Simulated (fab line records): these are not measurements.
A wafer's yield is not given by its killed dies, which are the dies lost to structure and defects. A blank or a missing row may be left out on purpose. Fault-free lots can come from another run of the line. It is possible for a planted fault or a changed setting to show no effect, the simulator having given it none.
Split-lot experiment | flow n5-finfet | 21 wafers read across 7 lots, on a route 1938 steps long

## THE SPLIT ITSELF
At N5_SPACER0_ALD_00 (deposits SiOCN, target thk 3.5 nm, pulse time 3 s, purge time 2 s), the setting ald-cycles was moved away from the recipe's 58 on 8 of the 21 wafers read, by -10.3% to +15.5%. All remaining wafers had this setting at the recipe value.

Reading taken at the split's own step.

## THE READING
SiOCN_of_SPACER0_ALD_00.thk-nm (the simulator's own value, which no gauge read), in nm, at N5_SPACER0_ALD_00 (deposits SiOCN, target thk 3.5 nm, pulse time 3 s, purge time 2 s). There is no usual value for it anywhere in the file. The 13 wafers here that ran the recipe average 3.5 nm, standard deviation 0.092 nm.

wafer  | tool, chamber at the split | ald-cycles as run | against the recipe | SiOCN_of_SPACER0_ALD_00.thk-nm, nm | against lot-mates on the recipe
L078.2 | ald-sin-03, 0,1            | 54                | -6.9%              | 3.2                                | -0.4
L078.5 | ald-sin-03, 0,1            | 54                | -6.9%              | 3.2                                | -0.4
L078.6 | ald-sin-03, 0              | 58                | recipe             | 3.6                                | -
L080.2 | ald-sin-01, 0              | 67                | +15.5%             | 4                                  | +0.5
L080.4 | ald-sin-01, 1              | 58                | recipe             | 3.4                                | -
L080.5 | ald-sin-01, 0              | 58                | recipe             | 3.6                                | -
L081.1 | ald-sin-01, 3,1            | 52                | -10.3%             | 3.2                                | -0.2
L081.4 | ald-sin-01, 3,1            | 52                | -10.3%             | 3.2                                | -0.2
L081.3 | ald-sin-01, 0              | 58                | recipe             | 3.4                                | -
L082.1 | ald-sin-03, 0              | 58                | recipe             | 3.4                                | -
L082.3 | ald-sin-03, 2,1            | 58                | recipe             | 3.6                                | -
L082.4 | ald-sin-03, 2,1            | 58                | recipe             | 3.6                                | -
L084.1 | ald-sin-02, 1,3            | 58                | recipe             | 3.4                                | -
L084.5 | ald-sin-02, 1,3            | 58                | recipe             | 3.4                                | -
L084.2 | ald-sin-02, 3              | 61                | +5.2%              | 3.6                                | +0.2
L093.3 | ald-sin-03, 2              | 58                | recipe             | 3.4                                | -
L093.4 | ald-sin-03, 3,1            | 67                | +15.5%             | 4                                  | +0.6
L093.5 | ald-sin-03, 3,1            | 67                | +15.5%             | 4                                  | +0.6
L094.2 | ald-sin-03, 1,0,2          | 58                | recipe             | 3.4                                | -
L094.3 | ald-sin-03, 1,0,2          | 58                | recipe             | 3.4                                | -
L094.4 | ald-sin-03, 1,0,2          | 58                | recipe             | 3.4                                | -
The file does not say which wafer passed through which chamber wherever a row lists several chambers: such a row stands for several wafers.

THE FIT
A straight line over all 21 wafers: SiOCN_of_SPACER0_ALD_00.thk-nm changes by +0.0328 nm for each +1% of ald-cycles; r = +0.95; the points scatter about the line by 0.082 nm.
The same after taking each lot's own level away (the mean of its wafers on the recipe; 21 wafers): +0.035 nm for each +1%; r = +0.94; scatter 0.091 nm.
That fit puts the effect of the largest move of ald-cycles on the reading at 0.54 nm.
Across the lots, their own levels run from 3.40 to 3.60 nm, a range of 2.2 times the standard deviation given above.
Hence the lot-to-lot level has little effect on the slope; both slopes agree.
Check: for one of the wafers moved furthest among these (+15.5%), held out of the fit, the line's prediction against its lot-mates is +0.563 nm. Against them it came out at +0.5 nm.

## OTHER SPLITS ON THESE WAFERS
Note: prior to the reading, these wafers also went through further splits. Each is held against what the fit with the lots' levels taken away leaves over:
other split on the same wafers    | wafers away from the commonest value | r with SiOCN_of_SPACER0_ALD_00.thk-nm (lot level and that fit taken away)
N5_ZERO_LAYER_EXPOSE_08 dose-mj   | 7                                    | +0.12
N5_WELL_APT_COAT_02 spin-rpm      | 4                                    | -0.35
N5_FIN_SAQP_EXPOSE_13 dose-mj     | 9                                    | -0.01
N5_FIN_SAQP_MANDREL_ETCH_22 icp-w | 8                                    | -0.34
N5_FIN_SAQP_FIN_ETCH_36 bias-w    | 8                                    | -0.03

## THE FILE'S OWN FIT
SiOCN_of_SPACER0_ALD_00.thk-nm changes by +0.0346 nm for each +1% of ald-cycles, r = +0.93.
